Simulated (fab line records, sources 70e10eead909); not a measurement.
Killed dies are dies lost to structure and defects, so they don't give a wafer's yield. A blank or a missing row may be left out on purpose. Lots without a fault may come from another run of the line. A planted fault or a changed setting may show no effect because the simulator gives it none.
Which tool did it? | flow nand_harc | 7 lots, 21 wafers sampled, at 3 steps of a route of 1302

WHAT THE GAUGES READ, wafer by wafer
NHARC_A_ONON_D2_THK_MEAS_30: measures by ellipsometry.
lot  | measured     | on            | thk_nm (nm)
L524 | day 13 20:18 | film_metro-01 | 988 987 988
L527 | day 14 12:31 | film_metro-01 | 1005 1007 1004
L529 | day 15 13:47 | film_metro-02 | 977 975 978
L530 | day 16 11:02 | film_metro-02 | 1009 1009 1008
L538 | day 19 04:23 | film_metro-01 | 1002 1001 1002
L540 | day 20 02:26 | film_metro-01 | 415 412 415 413 415 413
L545 | day 22 13:02 | film_metro-02 | 1002 1001 1001

WHICH TOOL RAN EACH LOT (tool, then ch and the chambers of the sampled wafers, then the start)
lot  | NHARC_A_DECK1_JOINT_ETCHBACK_00  | NHARC_A_ONON_D2_DEP_28
L524 | rie_si-06 ch 0,1, day 12 08:21   | pecvd_onon-04 ch 0, day 13 19:47
L527 | rie_si-01 ch 1,2, day 13 00:50   | pecvd_onon-01 ch 0, day 14 12:03
L529 | rie_si-02 ch 1,3, day 13 18:01   | pecvd_onon-01 ch 0, day 15 13:17
L530 | rie_si-02 ch 0,1, day 14 20:50   | pecvd_onon-01 ch 0, day 16 10:31
L538 | rie_si-06 ch 1,2,3, day 17 09:15 | pecvd_onon-01 ch 0, day 19 03:53
L540 | rie_si-01 ch 1,3, day 18 13:13   | pecvd_onon-02 ch 0, day 20 01:59
L545 | rie_si-02 ch 0,3, day 20 18:59   | pecvd_onon-04 ch 0, day 22 12:35
- NHARC_A_DECK1_JOINT_ETCHBACK_00: etches the open film in HBr, target depth 30 nm, time 17.4 s.
- NHARC_A_ONON_D2_DEP_28: target thk 1000 nm.

THE ANSWER, worked out from the rows above alone
Rule: what is usual is taken from the lots themselves. Put in order of their means at a reading, lots are off if they are a third of the lots or fewer, leave a main group of 4 or more, and stand apart from it by a gap of 3 or more times the standard deviation of the main group's means; of several such gaps the widest counts. A main group whose means are all the same, to the digits that the tables above print for the reading, isn't used. A lot without any number at a reading at which 4 lots or more have one is off too. The other lots that the step has rows for count as sound.
Off: L540, at NHARC_A_ONON_D2_THK_MEAS_30 (thk_nm). The main group: mean 997 nm, standard deviation 11.
A tool fits if, at a process step before that reading, it ran every lot that is off, and no sound lot after the first of them. The gauges at NHARC_A_ONON_D2_THK_MEAS_30 are tried like those tools. Can't be told from this: 3 tools fit, rie_si-01 at NHARC_A_DECK1_JOINT_ETCHBACK_00, pecvd_onon-02 at NHARC_A_ONON_D2_DEP_28, film_metro-01 at NHARC_A_ONON_D2_THK_MEAS_30.

WHAT THE SIMULATOR HAD PUT IN
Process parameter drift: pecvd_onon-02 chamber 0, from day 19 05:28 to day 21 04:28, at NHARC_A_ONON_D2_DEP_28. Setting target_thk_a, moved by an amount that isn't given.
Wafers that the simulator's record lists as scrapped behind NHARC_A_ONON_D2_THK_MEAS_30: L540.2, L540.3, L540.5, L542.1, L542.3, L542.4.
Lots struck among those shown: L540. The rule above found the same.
